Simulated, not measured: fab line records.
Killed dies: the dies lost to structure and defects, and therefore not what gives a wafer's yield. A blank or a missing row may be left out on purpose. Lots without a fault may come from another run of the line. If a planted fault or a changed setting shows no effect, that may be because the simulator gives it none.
Struck lot and sound lot, side by side / flow n5 finfet / 16 steps out of a route of 1938
Sound: the wafers L756.1, L756.3, L756.6. Struck: wafer L765.2 (left out: L765.4, a lot-mate that was not struck); the cause follows at the end.
Order at every step that has rows: each side's tool, ch and its chambers, its first start. Under that, the readings that differ: sound wafers / struck wafers / difference of the means / sigmas: that difference in standard deviations of wafers without a fault.
alike: words and numbers the same on both sides, and readings whose means are apart by under 2 such deviations; not compared: readings that were withheld, readings missing a value for some wafer, numbers with overlapping values and no deviation given by the record, and bounds like >300 which may hide the same value.
Wherever a step has rows on one side only, a row that says differs or no value, or a row with sigmas, the two part there. Non-overlapping numbers with no deviation appear without sigmas and do not part them. A reading that every wafer of one side lacks parts them only if that side has two wafers or more.

N5_BEOL_M1_SPUTTER_92: material Cu, target thk 4.5 nm, time 8.29 s.
  sound on pvd sputter-03, day 7 05:07; struck on pvd sputter-01, day 9 15:04
  alike: throttle valve pct
N5_BEOL_M1_ANNEAL_93: time 240 s.
  sound on pvd sputter-03, day 7 05:12; struck on pvd sputter-01, day 9 15:08
  alike: heater power w
then, 1 step without rows for these wafers: N5_BEOL_M1_SPUTTER_94 (material Cu, target thk 4.5 nm, time 8.29 s).
N5_BEOL_M1_ANNEAL_95: time 240 s.
  sound on pvd sputter-03, day 7 05:25; struck on pvd sputter-01, day 9 15:22
  alike: heater power w
then, 3 steps without rows for these wafers: N5_BEOL_M1_SPUTTER_96 (material Cu, target thk 4.5 nm, time 8.29 s); N5_BEOL_M1_ECD_50 (material Cu, target thk 300 nm); N5_BEOL_M1_ANNEAL_51 (time 90 s).
N5_BEOL_M1_CMP_52: polishes, stops on SiOC, t overpolish 6.8 s, target thk 40 nm.
  sound on cmp-01 ch 0,1, day 7 06:14; struck on cmp-01 ch 3, day 9 16:02
reading=barrier field endpoint s (s); sound=23.6 23.7 25.0; struck=22.7; difference=-1.4; sigmas=-2
reading=time to endpoint s (s); sound=63 62 64; struck=54; difference=-9; sigmas=-3
  alike: motor current A, overpolish run s, slurry flow ml min
N5_BEOL_M1_THK_MEAS_53: measures by xrf.
  sound on film metro-01, day 7 06:32; struck on film metro-02, day 9 16:17
  alike: M1_THK
then, 1 step without rows for these wafers: N5_BEOL_M1_PRE_CLEAN_60 (time 15 s).
N5_BEOL_M1_CO_CAP_55: material Co, precursor CCTBA/H2, target thk 2 nm, time 102.1 s.
  sound on cvd co-02 ch 0,1, day 7 06:38; struck on cvd co-02 ch 1, day 9 16:22
  alike: heater power w
then, 1 step without rows for these wafers: N5_BEOL_M1_PRE_CLEAN_56 (time 15 s).
N5_BEOL_M1_DEP_57: deposits SiCN from 3MS/NH3, target thk 8 nm, time 14 s.
  sound on pecvd-02 ch 0,1,2, day 7 06:45; struck on pecvd-02 ch 0, day 9 16:29
reading=model.SiCN_of_BEOL_M1_DEP_57.thk nm (nm); sound=8.2 8 8.2; struck=11.4; difference=+3.3; sigmas=
  alike: showerhead plenum p Torr, throttle valve pct
N5_BEOL_M1_RS_MEAS_58: the measuring method here is four-point-probe.
  sound on film metro-02, day 7 06:49; struck on film metro-01, day 9 16:33
  alike: M1_RS
N5_BEOL_M4_RC_MEAS_101:
  sound on prober-02 ch 0, day 9 02:58; struck on prober-01 ch 0, day 11 08:14
reading=ION_N (uA/um); sound=692 676 667; struck=647; difference=-31; sigmas=-2
reading=ION_P (uA/um); sound=476 468 463; struck=447; difference=-22; sigmas=-3
reading=VT_P (mV); sound=-250.6 -250.0 -249.9; struck=-256.0; difference=-5.8; sigmas=-2
  alike: DIBL_N, DIBL_P, IOFF_N, IOFF_P, SS_N, SS_P, VT_N
next, for these wafers, 1 step has no rows: N5_PASSIVATION_PROBE_49.

## WHERE THEY PART
Last at N5_BEOL_M4_RC_MEAS_101 as far as this record goes, first at N5_BEOL_M1_CMP_52.

WHY: whatever the simulator had introduced
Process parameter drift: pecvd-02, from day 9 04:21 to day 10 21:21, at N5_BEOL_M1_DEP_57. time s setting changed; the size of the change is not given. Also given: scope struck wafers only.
